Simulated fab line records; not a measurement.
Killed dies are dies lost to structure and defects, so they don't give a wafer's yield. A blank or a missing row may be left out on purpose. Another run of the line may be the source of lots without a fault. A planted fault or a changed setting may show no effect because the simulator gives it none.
Comparing a struck lot with a sound one + flow n5-finfet + 15 out of 1938 route steps
Sound: these wafers, L333.3, L333.4, L333.6. Struck: wafer L341.4. (L341.2, L341.6 of the same lot were not struck and are left out.) The cause comes at the end.
Each step with rows lists, per side, the tool, then ch with its chambers, then its first start. Under that, the readings that differ: sound wafers + struck wafers + difference of the means + sigmas: that difference in standard deviations of wafers without a fault.
alike: readings whose means differ by less than 2 such deviations, and words and numbers that are the same on both sides. not compared: withheld readings, readings that some wafer has no value for, bounds like >300 that may hide the same value, and numbers for which the record gives no deviation and whose values overlap.
A row with sigmas, a row that says differs or no value, or rows on one side alone: a step with any of these is where the two part. Non-overlapping numbers with no deviation appear without sigmas and do not part them. A reading that every wafer of one side lacks parts them only if that side has two wafers or more.

N5_HKMG_FIN_INSPECT_61: inspects for defects (macro).
  struck on defect-inspect-01, day 6 00:00; sound on defect-inspect-01, day 4 02:40
  alike: raw-defect-count
then, 1 step without rows for these wafers: N5_HKMG_FIN_DESCUM_53 (chemistry O2, time 7.9 s).
N5_HKMG_FIN_ETCH_54: etches SiARC in CF4, target depth 45.5 nm, time 75.8 s.
  sound on rie-diel-05 ch 0,2, day 4 02:44; struck on rie-diel-02 ch 3, day 6 00:04
| reading                         | sound             | struck | difference | sigmas |
|---------------------------------|-------------------|--------|------------|--------|
| showerhead-plenum-p-Torr (Torr) | 2.061 2.123 2.124 | 2.160  | +0.057     | +2     |
  alike: drypump-motor-current-A, etch-rf-on-time-s, oes-product-au, rf-vpp-V, throttle-valve-pct
  not compared: rf-hours-counter-h
N5_HKMG_FIN_ETCH_55: etches SOC in N2/H2, target depth 240 nm, time 300 s.
  sound on rie-diel-05 ch 0,2, day 4 02:47; struck on rie-diel-02 ch 3, day 6 00:08
  alike: drypump-motor-current-A, oes-product-au, rf-vpp-V, showerhead-plenum-p-Torr, throttle-valve-pct
  not compared: rf-hours-counter-h
then, 2 steps without rows for these wafers: N5_HKMG_FIN_STRIP_56 (strips in N2/H2); N5_HKMG_FIN_STRIP_57 (strips in CF4).
N5_HKMG_FIN_ETCH_58: etches SOC in N2/H2, target depth 215.8 nm, time 741 s.
  sound on rie-diel-05 ch 0,2, day 4 03:00; struck on rie-diel-02 ch 3, day 6 00:20
  alike: drypump-motor-current-A, oes-product-au, rf-vpp-V, showerhead-plenum-p-Torr, throttle-valve-pct
  not compared: rf-hours-counter-h
then, 2 steps without rows for these wafers: N5_HKMG_FIN_STRIP_93 (strips SOC in N2/H2, time 20 s); N5_HKMG_FIN_WET_ETCH_76 (etches Al2O3 in dNH4OH, stops on La2O3, target depth 2.25 nm, rinse time 30 s).
N5_HKMG_FIN_STRIP_60: strips in N2/H2, time 360 s.
  sound on plasma-asher-02 ch 0,1, day 4 03:42; struck on plasma-asher-01 ch 0, day 6 00:55
| reading                     | sound       | struck | difference | sigmas |
|-----------------------------|-------------|--------|------------|--------|
| drypump-motor-current-A (A) | 5.3 5.5 5.4 | 6.3    | +0.9       | +2     |
  alike: heater-power-w
  not compared: rf-hours-counter-h
then, 2 steps without rows for these wafers: N5_HKMG_FIN_WET_ETCH_77 (etches La2O3 in dHCl, stops on HfO2, target depth 2 nm); N5_HKMG_FIN_WET_ETCH_78 (etches Al2O3 in dNH4OH, stops on La2O3, target depth 4.5 nm, rinse time 30 s).
N5_HKMG_FIN_ALD_79: deposits TiN, target thk 1.5 nm, pulse time 1 s, purge time 3 s.
  sound on ald-metal-01 ch 0,3, day 4 04:04; struck on ald-metal-01 ch 3, day 6 01:25
| reading                      | sound             | struck | difference | sigmas |
|------------------------------|-------------------|--------|------------|--------|
| co-reactant-pulse-time-s (s) | 2 2 2             | 1.8436 | -0.1564    |        |
| precursor-pulse-height-rel   | 1.059 1.017 1.029 | 0.987  | -0.048     | -2     |
  alike: heater-power-w
N5_HKMG_FIN_CVD_62: deposits a-Si from Si2H6, target thk 3 nm, time 20.8 s.
  sound on thermal-cvd-si-02 ch 0,1, day 4 04:26; struck on thermal-cvd-si-02 ch 2, day 6 01:46
  alike: heater-power-w
-- the record jumps here: 4 days lie between the struck wafers' starts before and after (it left off in module HKMG_FIN and takes up again in module BEOL_M4, whose first step shown is number 1111 of the route) --
N5_BEOL_M4_RC_MEAS_101:
  sound on prober-02 ch 0, day 7 21:17; struck on prober-01 ch 0, day 9 22:51
  alike: DIBL_N, DIBL_P, IOFF_N, IOFF_P, ION_N, ION_P, SS_N, SS_P, VT_N, VT_P

WHERE THEY PART
Earliest at N5_HKMG_FIN_ETCH_54; latest, in this record, at N5_HKMG_FIN_ALD_79. Later steps at which nothing parts them and some readings are alike: N5_HKMG_FIN_CVD_62, N5_BEOL_M4_RC_MEAS_101.

WHY: whatever the simulator had introduced
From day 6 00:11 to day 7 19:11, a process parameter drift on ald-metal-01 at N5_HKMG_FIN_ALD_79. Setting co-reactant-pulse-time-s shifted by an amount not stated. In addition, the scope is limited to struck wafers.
